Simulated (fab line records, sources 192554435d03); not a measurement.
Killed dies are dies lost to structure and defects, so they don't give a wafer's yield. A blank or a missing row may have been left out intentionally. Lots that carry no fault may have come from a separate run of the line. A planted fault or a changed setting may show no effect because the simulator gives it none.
Matching of chambers	flow n5Finfet	rieDiel-05 running N5_BEOL_M5_DESCUM_33: 4 sister chambers
The step chemistry O2, time 7 s. 4 wafers are shown with their chamber, then 11 later ones without.

== WAFERS WITH THEIR CHAMBER ==
wafer	chamber	drypumpMotorCurrentA (A)
L085.5	0	6.0
L087.1	3	5.2
L087.5	1	5.8
L089.3	2	5.1

== WAFERS WITHOUT THEIR CHAMBER ==
wafer	drypumpMotorCurrentA (A)
L089.4	5.2
L089.6	5.1
L091.2	5.8
L091.3	6.0
L091.5	5.2
L092.2	5.2
L092.4	5.9
L092.5	6.0
L093.1	5.8
L093.5	5.1
L093.6	5.9

== CHAMBER TAKEN BY EACH ==
wafer	from the rows above	in truth
L089.4	3	3
L089.6	2	2
L091.2	1	1
L091.3	0	0
L091.5	3	3
L092.2	3	3
L092.4	can't be placed: 0 or 1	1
L092.5	0	0
L093.1	1	1
L093.5	2	2
L093.6	can't be placed: 0 or 1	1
9 of 11 placed correctly. Cannot be placed on the basis of these rows: 2; the candidates contain the true chamber in 2. Placed wrongly: 0.
How it was worked out, from the rows above alone: a wafer's distance from a chamber is the root of the sum, over the readings, of the square of ((its reading less the chamber's mean) divided by the reading's scatter). The wafer belongs to the nearest chamber; if the next one is less than 2 further off, it can't be placed. The mean given for a chamber averages the wafers shown for that chamber. The scatter: with one shown wafer a chamber, the root of the mean of the squares of how far each hidden wafer lies from its nearest shown one.
